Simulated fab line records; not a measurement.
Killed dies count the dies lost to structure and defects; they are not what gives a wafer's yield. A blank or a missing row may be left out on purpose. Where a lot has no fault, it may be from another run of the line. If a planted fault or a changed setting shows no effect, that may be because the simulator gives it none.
A struck lot beside a sound one || flow nand-harc || 12 steps out of a route of 1302
Sound: the wafers L243.1, L243.2, L243.3. Wafers L231.2, L231.3, L231.5 were the ones struck. At the end, the cause is stated.
At each step with rows: each side's tool, then ch and its chambers, then its first start. Under that, the readings that differ: sound wafers || struck wafers || difference of the means || sigmas: that difference in standard deviations of wafers without a fault.
alike: same words and numbers on both sides, and readings whose means sit less than 2 such deviations apart. not compared: any withheld reading, any reading some wafer has no value for, any bound like >300 that may hide the same value, and any number with overlapping values for which the record gives no deviation.
The two part at a step that has a row with sigmas, a row that says differs or no value, or rows on one side only. Numbers that don't overlap but have no deviation are shown without sigmas and don't part them. A reading missing from all wafers of one side parts the sides only when that side holds two or more wafers.

first, 2 steps without rows for these wafers: NHARC_A_STAIRCASE_PRECLEAN_276 (cleans in SC1); NHARC_A_STAIRCASE_SRD_277.
NHARC_A_STAIRCASE_HM_DEP_459: deposits aC, target thk 1500 nm.
  sound on acl-dep-01 ch 0, day 25 05:08; struck on acl-dep-03 ch 0, day 20 00:49
  alike: throttle-valve-pct
NHARC_A_STAIRCASE_DEP_280: deposits SiON, target thk 30 nm.
  sound on pecvd-01 ch 0,1,2, day 25 07:01; struck on pecvd-01 ch 1,2, day 20 02:22
  alike: heater-power-w
then, 7 steps without rows for these wafers: NHARC_A_STAIRCASE_DEHYDRATE_281 (time 120 s); NHARC_A_STAIRCASE_HMDS_282 (time 30 s); NHARC_A_STAIRCASE_COAT_283; NHARC_A_STAIRCASE_SOFTBAKE_284 (time 170 s); NHARC_A_STAIRCASE_EBR_285; NHARC_A_STAIRCASE_EXPOSE_286 (exposes mask CHOP 100); NHARC_A_STAIRCASE_PEB_287 (peb time 130 s).
NHARC_A_STAIRCASE_DEVELOP_288: time 140 s.
  struck on litho-track-05, day 20 03:00; sound on litho-track-03 ch 0, day 25 07:00
  no value came back on the struck wafers for chill-plate-temp-C (C), exhaust-pa (Pa); on the sound wafers chill-plate-temp-C (C) reads 22.91 22.93 23.22

WHERE THEY PART
At NHARC_A_STAIRCASE_DEVELOP_288 and nowhere else, as far as this record goes.

WHY: what had been put in by the simulator
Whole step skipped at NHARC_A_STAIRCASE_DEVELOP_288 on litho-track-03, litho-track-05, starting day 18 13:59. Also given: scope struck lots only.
